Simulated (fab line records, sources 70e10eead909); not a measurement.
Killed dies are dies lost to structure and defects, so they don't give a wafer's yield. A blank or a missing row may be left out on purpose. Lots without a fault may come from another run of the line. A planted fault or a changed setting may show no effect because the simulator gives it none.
Chamber matching | flow nand_harc | NHARC_A_WL_FILL_STRIP_29 on rie_diel-11: 4 sister chambers
The step strips in O2, time 20 s. 8 wafers are shown with their chamber, then 7 later ones without.

WAFERS WITH THEIR CHAMBER
wafer  | chamber | oes_product_au (a.u.) | rf_vpp_V (V)
L076.2 | 1       | 1.008                 | 55.8
L076.6 | 0       | 1.011                 | 58.4
L084.1 | 0       | 0.999                 | 57.0
L088.2 | 2       | 0.999                 | 56.5
L088.4 | 1       | 1.002                 | 57.1
L088.5 | 3       | 1.011                 | 57.4
L090.1 | 2       | 0.990                 | 58.5
L090.3 | 3       | 0.999                 | 56.3

WAFERS WITHOUT THEIR CHAMBER
wafer  | oes_product_au (a.u.) | rf_vpp_V (V)
L090.6 | 0.992                 | 57.4
L097.1 | 0.995                 | 57.5
L097.4 | 1.010                 | 57.7
L097.6 | 1.008                 | 58.4
L096.1 | 1.005                 | 57.8
L096.3 | 1.012                 | 58.6
L096.5 | 1.005                 | 56.1

WHICH CHAMBER EACH WENT THROUGH
wafer  | from the rows above               | in truth
L090.6 | can't be placed: 2 or 0 or 3 or 1 | 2
L097.1 | can't be placed: 2 or 0 or 3 or 1 | 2
L097.4 | can't be placed: 0 or 3 or 1 or 2 | 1
L097.6 | can't be placed: 0 or 3 or 1 or 2 | 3
L096.1 | can't be placed: 0 or 3 or 1 or 2 | 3
L096.3 | can't be placed: 0 or 3 or 1 or 2 | 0
L096.5 | can't be placed: 1 or 3 or 0 or 2 | 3
Placed correctly: 0 of 7. Can't be placed from these rows: 7 (the true chamber is among the candidates in 7). Placed wrongly: 0.
How it was worked out, from the rows above alone: a wafer's distance from a chamber is the root of the sum, over the readings, of the square of ((its reading less the chamber's mean) divided by the reading's scatter). The wafer belongs to the nearest chamber; if the next one is less than 2 further off, it can't be placed. A chamber's mean is the mean of its shown wafers. The scatter: the root of (the sum of the squares of (reading less its chamber's mean) over the shown wafers, divided by (wafers less chambers)).
